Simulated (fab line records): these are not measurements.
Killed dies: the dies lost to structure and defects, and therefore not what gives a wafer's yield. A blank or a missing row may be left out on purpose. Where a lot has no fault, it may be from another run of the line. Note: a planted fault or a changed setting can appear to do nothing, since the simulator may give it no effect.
Matching of chambers    flow nand-harc    rie-diel-03 running NHARC_A_CONTACT_ETCH_110: 4 sister chambers
The step etches the open film in CF4/O2, target depth 60 nm, overetch 6 nm, time 33 s. 4 wafers are shown with their chamber, then 12 later ones without.

## EACH WAFER AND ITS CHAMBER
wafer   chamber  drypump-motor-current-A (A)
L088.5  1        6.7
L087.5  3        6.2
L090.2  2        5.9
L090.6  0        5.1

## WAFERS WHOSE CHAMBER IS MISSING
wafer   drypump-motor-current-A (A)
L091.1  6.2
L091.2  6.0
L091.4  5.1
L093.2  6.1
L093.3  6.2
L093.5  6.0
L092.3  6.0
L092.4  5.1
L092.5  6.2
L095.1  6.1
L095.2  6.2
L095.3  5.1

## THE CHAMBER EACH PASSED THROUGH
wafer   from the rows above      in truth
L091.1  3                        3
L091.2  can't be placed: 2 or 3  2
L091.4  0                        0
L093.2  can't be placed: 3 or 2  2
L093.3  3                        3
L093.5  can't be placed: 2 or 3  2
L092.3  can't be placed: 2 or 3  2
L092.4  0                        0
L092.5  3                        3
L095.1  can't be placed: 3 or 2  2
L095.2  3                        3
L095.3  0                        0
Placed correctly: 7 of 12. Unplaceable from these rows: 5, with the true chamber sitting among the candidates in 5. 0 placed wrongly.
How it was worked out, from the rows above alone: a wafer's distance from a chamber is the root of the sum, over the readings, of the square of ((its reading less the chamber's mean) divided by the reading's scatter). The wafer belongs to the nearest chamber; if the next one is less than 2 further off, it can't be placed. A chamber's mean is the mean of its shown wafers. The scatter (one wafer shown for each chamber): square how far every hidden wafer sits from the nearest shown wafer, average those squares and take the square root.
